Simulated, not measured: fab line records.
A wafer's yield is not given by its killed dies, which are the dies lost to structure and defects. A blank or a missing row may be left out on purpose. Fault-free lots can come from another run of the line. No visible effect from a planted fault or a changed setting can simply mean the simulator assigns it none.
8D (eight disciplines) problem report, filled in by code -- flow n5_finfet -- the parts of the form that need people (team, actions taken, sign-off) are left out

1. THE PROBLEM
COMB_M4_max_site at N5_BEOL_M4_RC_MEAS_101 reads a mean of 3e-10 S/m on 2 wafers of 2 lots; wafers without a fault read 8e-11 S/m with a standard deviation of 1.7e-11. That puts it +11 standard deviations away from the usual mean.
Seen first at day 13 07:37 on prober-01, wafer L153.4. At this step, 30 wafers from 10 lots have a number in the record. Rule for "out", or "out of limits": more than 4 standard deviations from the usual mean. The other wafers with a number count as sound.

2. WHAT IT IS; WHAT IT IS NOT
question,is,is not
which readings at this step,COMB_M4_max_site,"DIBL_N, DIBL_P, IOFF_N, ION_N, ION_P, SS_N, SS_P, VT_N, VT_P"
which lots,"L153, L155","L142, L143, L145, L157, L158, L160, L162, L164"
which wafers of those lots,"L153.4, L155.3","L153.2, L153.6, L155.1, L155.2"
read on which gauges,"prober-01, prober-02",-
when,from day 13 07:37,"up to then (17 sound wafers); but 11 sound wafers of L155, L157, L160, L164 came after"

3. WHAT RULES OUT EACH SUSPECT
Counting: any tool at a process step up to the reading remains a suspect provided it ran every lot that is out. Sound lots after the first of them don't rule it out here, since some wafers of a struck lot are sound.
- the gauge at N5_BEOL_M4_RC_MEAS_101 is ruled out. The wafers that are out were read on 2 gauges (prober-01, prober-02).
- ald_metal-03 at N5_BEOL_M4_ALD_84 (deposits TaN, pulse time 2 s, purge time 3 s, co reactant purge time 2 s): kept. It ran every lot that is out, first L153 (day 13 02:17).
- ald_metal-03, N5_BEOL_M4_ALD_84: wafers that are out in chamber 0, sound lot-mates in chambers 1, 2, 3.
Left after counting: ald_metal-03 at N5_BEOL_M4_ALD_84.

4. THE CAUSE (what the simulator had put in)
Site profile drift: ald_metal-03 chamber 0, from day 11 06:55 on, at N5_BEOL_M4_ALD_84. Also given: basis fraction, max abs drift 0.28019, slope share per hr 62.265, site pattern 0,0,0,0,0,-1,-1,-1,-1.
This tool alone remained once counting was done.

5. THE CHAIN OF EFFECTS, in route order
Rows list readings where the struck wafers' mean (over those with a number) sits beyond 3 standard deviations from the usual. Readings are gone through only where the record gives a usual standard deviation; hours: the median, over the lots, of the time from a lot's start at the first step in this table giving one to that lot's start at this step; sigmas: the change measured in usual standard deviations.
hours,step,reading,usual,on struck wafers,change,sigmas
0,N5_BEOL_M4_RC_MEAS_101,COMB_M4_max_site,8e-11 S/m,3e-10,+2e-10,+11
Later measuring or inspecting steps at which every struck wafer that the step has a row for has a number for every such reading, and none has moved that far: N5_BEOL_M5_THK_MEAS_01.

6. HOW IT WOULD HAVE BEEN CAUGHT EARLIER
The first out-of-limits reading at a measuring or inspecting step in this record came at day 13 07:37, 49 hours after the fault's start at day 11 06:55.
Of the tool readings at N5_BEOL_M4_ALD_84 for which the record gives a usual standard deviation, none was out on any struck wafer, so an alarm limit of 4 standard deviations on them would not have fired.
L155, from the lots that are out (2), started N5_BEOL_M4_ALD_84 on ald_metal-03 later than day 13 07:37. Putting the tool on hold at that point would have spared it.
